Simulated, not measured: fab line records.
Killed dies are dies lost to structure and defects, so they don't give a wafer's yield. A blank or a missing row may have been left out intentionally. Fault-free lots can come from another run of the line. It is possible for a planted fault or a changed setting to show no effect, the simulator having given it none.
Split-lot trial -- flow n5 finfet -- route with 1938 steps; 7 lots, 39 wafers read

THE SPLIT ITSELF
At N5_BEOL_M12_ETCH_59 (etches BARC in N2/H2, target depth 89 nm, overetch 26.7 nm, time 67.9 s), the setting target depth a was moved away from the recipe's 890 angstrom on 15 of the 39 wafers read, by +15.8% to +48.1%. This setting was run at the recipe's value on the other wafers.

Split to reading: the file shows no intervening step.

THE READING
coat_of_BEOL_M12_COAT_04.thk nm (the simulator's own value, which no gauge read), in nm, at N5_BEOL_M12_VIA_ETCH_16 (etches SiOC in C4F8/O2/Ar, target depth 724.8 nm). The file does not state a usual value for it. Average 122.8 nm, standard deviation 3 nm, over the 24 wafers here run with the recipe.

wafer,"tool, chamber at the split","target depth a as run, angstrom",against the recipe,"coat_of_BEOL_M12_COAT_04.thk nm, nm",against lot-mates on the recipe
L080.1,"rie diel-01, 0",890,recipe,121.8,-
L080.2,"rie diel-01, 2",890,recipe,119.8,-
L080.3,"rie diel-01, 1",890,recipe,122.8,-
L080.4,"rie diel-01, 1",1318,+48.1%,97.6,-23.9
L080.5,"rie diel-01, 0",1318,+48.1%,96.8,-24.7
L080.6,"rie diel-01, 2",1318,+48.1%,91.2,-30.3
L079.1,"rie diel-05, 3",890,recipe,125.4,-
L079.2,"rie diel-05, 2",890,recipe,123.2,-
L079.3,"rie diel-05, 0",890,recipe,122.6,-
L079.4,"rie diel-05, 1",890,recipe,116,-
L079.5,"rie diel-05, 3,0",890,recipe,118.2,-
L079.6,"rie diel-05, 3,0",890,recipe,120.2,-
L081.1,"rie diel-01, 0",890,recipe,129.2,-
L081.2,"rie diel-01, 1",1262,+41.8%,109.2,-16.7
L081.3,"rie diel-01, 2",890,recipe,122.6,-
L081.4,"rie diel-01, 1",890,recipe,125.8,-
L081.5,"rie diel-01, 2",1262,+41.8%,98.8,-27.1
L081.6,"rie diel-01, 0",1262,+41.8%,107.6,-18.3
L083.1,"rie diel-05, 1",1031,+15.8%,113.2,-9.7
L083.2,"rie diel-05, 0",890,recipe,126.6,-
L083.3,"rie diel-05, 3",1031,+15.8%,117.2,-5.7
L083.4,"rie diel-05, 2",1031,+15.8%,112.2,-10.7
L083.5,"rie diel-05, 3",890,recipe,120,-
L083.6,"rie diel-05, 2",890,recipe,122,-
L093.1,"rie diel-06, 3",890,recipe,126.2,-
L093.2,"rie diel-06, 1",890,recipe,122.2,-
L093.3,"rie diel-06, 2",890,recipe,124.6,-
L093.4,"rie diel-06, 0",1307,+46.9%,101.2,-23.1
L093.5,"rie diel-06, 2",1307,+46.9%,99.2,-25.1
L093.6,"rie diel-06, 3",1307,+46.9%,102,-22.3
L096.1,"rie diel-05, 0",890,recipe,127.2,-
L096.3,"rie diel-05, 1",890,recipe,119.6,-
L096.4,"rie diel-05, 2",890,recipe,123.2,-
L094.1,"rie diel-06, 2",890,recipe,121.4,-
L094.2,"rie diel-06, 3",1161,+30.4%,110.6,-12.1
L094.3,"rie diel-06, 0",1161,+30.4%,113.4,-9.3
L094.4,"rie diel-06, 1",1161,+30.4%,102.6,-20.1
L094.5,"rie diel-06, 3",890,recipe,124.2,-
L094.6,"rie diel-06, 2",890,recipe,122.6,-
Where a row lists several chambers, the file gives one row for several wafers and doesn't say which wafer went through which chamber.

FIT RESULTS
A straight line over all 39 wafers: coat_of_BEOL_M12_COAT_04.thk nm changes by -0.493 nm for each +1% of target depth a; r = -0.94; the points scatter about the line by 3.5 nm.
The same after taking each lot's own level away (the mean of its wafers on the recipe; 39 wafers): -0.511 nm for each +1%; r = -0.96; scatter 3 nm.
According to that fit, moving target depth a by its largest amount changes the reading by 25 nm.
Across the lots, their own levels run from 120.93 to 125.87 nm, a range of 1.7 times the standard deviation given above.
Consequently the slope shifts little with the lot-to-lot level, the two slopes agreeing.
Check: for one of the wafers moved furthest among these (+48.1%), held out of the fit, the line's prediction against its lot-mates is -24.6 nm. Against them it came out at -23.9 nm.

OTHER SPLITS ON THESE WAFERS
Before the reading, these wafers also passed through other splits. Each is held against what the fit with the lots' levels taken away leaves over:
other split on the same wafers,wafers away from the commonest value,r with coat_of_BEOL_M12_COAT_04.thk nm (lot level and that fit taken away)
N5_BEOL_M7_TRENCH_ETCH_37 time s,15,+0.01
N5_BEOL_M10_ETCH_62 time s,15,-0.11

THE WHOLE CHAIN: every reading that the file lists as answering this split, in the file's order
step,what it does,reading,change (the file's fit),r (the file's)
N5_BEOL_M12_ETCH_59,"etches BARC in N2/H2, target depth 89 nm, overetch 26.7 nm, time 67.9 s","coat_of_BEOL_M12_COAT_04.thk nm (the simulator's own value, which no gauge read)",-0.469 nm for each +1% of the setting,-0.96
N5_BEOL_M12_VIA_ETCH_16,"etches SiOC in C4F8/O2/Ar, target depth 724.8 nm","coat_of_BEOL_M12_COAT_04.thk nm (the simulator's own value, which no gauge read)",-0.51 nm for each +1% of the setting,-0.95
N5_BEOL_M12_STRIP_63,strips in N2/H2,strip time to endpoint s,withheld for each +1% of the setting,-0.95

FILE'S OWN FIT
coat_of_BEOL_M12_COAT_04.thk nm changes by -0.51 nm for each +1% of target depth a, r = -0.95.
